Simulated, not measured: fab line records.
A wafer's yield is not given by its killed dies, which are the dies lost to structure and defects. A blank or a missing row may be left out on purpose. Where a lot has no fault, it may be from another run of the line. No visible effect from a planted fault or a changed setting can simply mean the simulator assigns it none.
Comparing a struck lot with a sound one | flow nandHarc | 14 out of 1159 route steps
Sound: wafers L326.2, L326.4, L326.6. Struck: wafer L330.1; the same lot's L330.5 was not struck, so it is left out; see the end for the cause.
For every step that has rows: the tool of each side, followed by ch and its chambers, followed by its first start. Under that, the readings that differ: sound wafers | struck wafers | difference of the means | sigmas: that difference in standard deviations of wafers without a fault.
alike: readings whose means differ by less than 2 such deviations, and words and numbers that are the same on both sides. not compared: withheld readings, readings that some wafer has no value for, bounds like >300 that may hide the same value, and numbers for which the record gives no deviation and whose values overlap.
Wherever a step has rows on one side only, a row that says differs or no value, or a row with sigmas, the two part there. Numbers that have no deviation but don't overlap get no sigmas and don't part them. Lack of a reading on every wafer of one side parts them only where that side has two or more wafers.

NHARC_A_SOURCE_PLATE_THK_MEAS_09: measures by ellipsometry.
  sound: filmMetro-01 at day 7 18:39; struck: filmMetro-01 at day 8 12:50
  alike: thkNm
then, 3 steps without rows for these wafers: NHARC_A_SOURCE_PLATE_PVD_04 (deposits WSi2, target thk 50 nm); NHARC_A_SOURCE_PLATE_CVD_03 (deposits poly-Si, target thk 200 nm, time 4000 s); NHARC_A_SOURCE_PLATE_ANNEAL_05 (time 1800 s).
NHARC_A_SOURCE_PLATE_THK_MEAS_06: measures by ellipsometry.
  sound: filmMetro-01 at day 8 10:45; struck: filmMetro-01 at day 9 02:01
  alike: thkNm
NHARC_A_SOURCE_PLATE_INSPECT_08:
  sound: defectInspect-01 at day 8 10:50; struck: defectInspect-02 at day 9 02:04
  alike: rawDefectCount
then, no rows for these wafers at 1 step: NHARC_A_ONON_D1_DEP_00 (target thk 1000 nm).
NHARC_A_ONON_D1_THK_MEAS_02: measures by ellipsometry.
  sound: filmMetro-02 at day 8 11:25; struck: filmMetro-02 at day 9 02:40
  alike: thkNm
then, no rows for these wafers at 1 step: NHARC_A_ONON_D1_DEP_03 (target thk 1000 nm).
NHARC_A_ONON_D1_THK_MEAS_05: measures by ellipsometry.
  sound: filmMetro-01 at day 8 12:05; struck: filmMetro-01 at day 9 03:13
  alike: thkNm
NHARC_A_ONON_D1_DEP_06: target thk 1000 nm.
  sound on pecvdOnon-02 ch 0, day 8 12:20; struck on pecvdOnon-02 ch 0, day 9 03:17
  alike: susceptorTempC
NHARC_A_ONON_D1_THK_MEAS_08: measures by ellipsometry.
  sound: filmMetro-01 at day 8 12:47; struck: filmMetro-01 at day 9 03:47
reading    | sound       | struck | difference | sigmas
thkNm (nm) | 993 992 992 | 593    | -399       | -46
then, no rows for these wafers at 1 step: NHARC_A_ONON_D1_DEP_09 (target thk 1000 nm).
-- break in the record here, with 12 days between the starts of the struck wafers on either side (left off in module A_ONON_D1, picked up again in module END, where the first step shown is number 1159 on the route) --
NHARC_END_SORT_01:
  here the record holds rows for the struck wafers (prober-01 ch 0, day 21 03:32) but none for the sound ones

## WHERE THEY PART
At NHARC_A_ONON_D1_THK_MEAS_08 first; at NHARC_END_SORT_01 last (within this record only).

WHY: what had been put in by the simulator
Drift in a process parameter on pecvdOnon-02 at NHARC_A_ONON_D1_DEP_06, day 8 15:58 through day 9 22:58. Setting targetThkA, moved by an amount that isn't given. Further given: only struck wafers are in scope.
